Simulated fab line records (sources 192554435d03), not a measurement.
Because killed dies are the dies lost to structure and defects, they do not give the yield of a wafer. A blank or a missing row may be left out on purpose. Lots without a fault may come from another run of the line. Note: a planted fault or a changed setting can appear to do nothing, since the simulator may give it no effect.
Split-lot experiment | flow n5-finfet | route with 1938 steps; 7 lots, 21 wafers read

== THE SPLIT ==
At N5_SD_EPI_P_ETCH_16 (etches SiO2 in CHF3/O2, target depth 5 nm), the setting target-depth-a was moved away from the recipe's 50 angstrom on 7 of the 21 wafers read, by -11.3% to +9.9%. The other wafers ran this setting at the recipe's value.

Reading taken at the split's own step.

== THE READING ==
etch.depth-nm (the simulator's own value, which no gauge read), in nm, at N5_SD_EPI_P_ETCH_16 (etches SiO2 in CHF3/O2, target depth 5 nm). The file does not state a usual value for it. Across the 14 wafers here that went through the recipe, the average is 4.999 nm and the standard deviation 0.096 nm.

wafer  | tool, chamber at the split | target-depth-a as run, angstrom | against the recipe | etch.depth-nm, nm | against lot-mates on the recipe
L074.1 | rie-diel-05, 0             | 53.5                            | +7.0%              | 5.402             | no lot-mate on the recipe
L074.4 | rie-diel-05, 1             | 53.5                            | +7.0%              | 5.424             | no lot-mate on the recipe
L074.5 | rie-diel-05, 3             | 53.5                            | +7.0%              | 5.221             | no lot-mate on the recipe
L078.3 | rie-diel-03, 2             | 50                              | recipe             | 5.043             | -
L078.6 | rie-diel-03, 2             | 50                              | recipe             | 5.043             | -
L078.4 | rie-diel-03, 1             | 54.97                           | +9.9%              | 5.479             | +0.436
L082.3 | rie-diel-05, 1             | 50                              | recipe             | 5.06              | -
L082.4 | rie-diel-05, 2             | 44.33                           | -11.3%             | 4.379             | -0.623
L082.5 | rie-diel-05, 2             | 50                              | recipe             | 4.945             | -
L086.2 | rie-diel-03, 0             | 50                              | recipe             | 5.053             | -
L086.4 | rie-diel-03, 3             | 50                              | recipe             | 4.837             | -
L086.5 | rie-diel-03, 0             | 50                              | recipe             | 5.032             | -
L087.4 | rie-diel-05, 3             | 50                              | recipe             | 4.849             | -
L087.5 | rie-diel-05, 3             | 48.38                           | -3.2%              | 4.666             | -0.230
L087.6 | rie-diel-05, 2             | 50                              | recipe             | 4.944             | -
L093.1 | rie-diel-05, 3             | 50                              | recipe             | 4.873             | -
L093.3 | rie-diel-05, 2             | 50                              | recipe             | 4.946             | -
L093.5 | rie-diel-05, 1             | 50                              | recipe             | 5.083             | -
L095.3 | rie-diel-02, 0             | 50                              | recipe             | 5.144             | -
L095.5 | rie-diel-02, 2             | 50                              | recipe             | 5.13              | -
L095.6 | rie-diel-02, 1             | 44.73                           | -10.5%             | 4.405             | -0.732

FIT RESULTS
A straight line over all 21 wafers: etch.depth-nm changes by +0.0536 nm for each +1% of target-depth-a; r = +0.94; the points scatter about the line by 0.098 nm.
The same after taking each lot's own level away (the mean of its wafers on the recipe; 18 wafers): +0.0562 nm for each +1%; r = +0.96; scatter 0.077 nm.
Per that fit: largest target-depth-a move, reading shift of 0.64 nm.
Across the lots, their own levels run from 4.8965 to 5.1370 nm, a range of 2.5 times the standard deviation given above.
The two slopes agree, so the slope changes little with the lot-to-lot level.
Check: with one of the wafers moved furthest among these (-11.3%) left out of the fit, the line predicts -0.673 nm for it against its lot-mates. Against them it came out at -0.623 nm.

== ADDITIONAL SPLITS CARRIED BY THESE WAFERS ==
These wafers also went through other splits before the reading. Each is held against what the fit with the lots' levels taken away leaves over:
other split on the same wafers          | wafers away from the commonest value | r with etch.depth-nm (lot level and that fit taken away)
N5_ZERO_LAYER_PECVD_02 time-s           | 8                                    | -0.25
N5_ZERO_LAYER_EXPOSE_08 dose-mj         | 6                                    | +0.06
N5_ZERO_LAYER_DEVELOP_10 develop-time-s | 5                                    | -0.43
N5_PMOS_HMC_CHANNEL_EPI_ETCH_32 bias-w  | 8                                    | +0.17
N5_FIN_SAQP_ETCH_65 time-s              | 5                                    | +0.06
N5_SD_EPI_N_COAT_33 spin-rpm            | 11                                   | -0.14
N5_SD_EPI_N_EXPOSE_06 dose-mj           | 4                                    | -0.20

== THE FILE'S OWN FIT ==
etch.depth-nm changes by +0.0569 nm for each +1% of target-depth-a, r = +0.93.
